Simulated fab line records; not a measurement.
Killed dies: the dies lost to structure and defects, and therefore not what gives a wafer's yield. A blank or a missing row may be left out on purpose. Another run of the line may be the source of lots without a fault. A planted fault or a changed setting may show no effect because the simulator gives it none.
2 desks looking at one fault    flow nand harc    numbers are kept per desk, each desk with only its own; the story behind them comes last

AT THE TOOL OWNER'S DESK: rie diel-03
The tool's own readings at NHARC_A_CONTACT_ETCH_49 (etches the open film in N2/H2, target depth 260 nm, time 475.3 s): means of the sampled wafers that have a number, for each lot that ran on this tool. A lot is out of limits, marked OUT, if its mean lies more than 4 standard deviations from the usual mean; the brackets give that distance.
Columns: A = chamber pressure mTorr at NHARC_A_CONTACT_ETCH_49, usual 29.999 mTorr; B = drypump motor current A at NHARC_A_CONTACT_ETCH_49, usual 5.7 A; C = oes product au at NHARC_A_CONTACT_ETCH_49, usual 1.002 a.u.; D = rf vpp V at NHARC_A_CONTACT_ETCH_49, usual 431.9 V; E = showerhead plenum p Torr at NHARC_A_CONTACT_ETCH_49, usual 2.09 Torr; F = throttle valve pct at NHARC_A_CONTACT_ETCH_49, usual 14.171 %
lot   first seen here  A       B    C      D      E     F
L748  day 22 01:14     30.022  5.9  1.011  432.0  2.08  14.169
L753  day 23 13:53     29.979  5.3  1.005  434.0  2.19  14.166
L756  day 24 23:04     29.992  6.0  1.012  428.6  1.98  14.170
L758  day 25 13:14     29.997  5.8  1.011  431.6  2.07  14.162
L766  day 28 09:23     29.981  5.6  1.005  433.1  2.14  14.171
L768  day 29 12:34     30.035  5.5  1.003  433.0  2.14  14.172
L770  day 31 08:32     29.989  5.5  0.998  429.3  2.01  14.174
Result from this desk: across the 7 lots, nothing is out of limits.

AT THE METROLOGY DESK
Lot by lot, what the gauges showed, no matter which tool ran the lot: averages of those sampled wafers that carry a number. A lot is out of limits, marked OUT, if its mean lies more than 4 standard deviations from the usual mean; the brackets give that distance.
Columns: A = cd nm at NHARC_A_CONTACT_CD_MEAS_42, usual 300.2 nm
lot   first seen here  A
L748  day 22 00:53     299.3
L750  day 22 02:43     299.4
L753  day 23 13:25     300.5
L756  day 24 22:40     299.9
L758  day 25 12:49     300.6
L764  day 27 12:44     300.9
L766  day 28 08:59     299.9
L765  day 28 11:26     301.2
L768  day 29 12:11     300.6
L767  day 29 12:37     299.6
L770  day 31 08:03     300.7
L771  day 31 20:16     300.9
Result from this desk: across the 12 lots, nothing is out of limits.

ALL TOGETHER
The desk of the tool owner found nothing out of limits.
The metrology desk saw nothing out of limits.

WHAT THE SIMULATOR HAD PUT IN
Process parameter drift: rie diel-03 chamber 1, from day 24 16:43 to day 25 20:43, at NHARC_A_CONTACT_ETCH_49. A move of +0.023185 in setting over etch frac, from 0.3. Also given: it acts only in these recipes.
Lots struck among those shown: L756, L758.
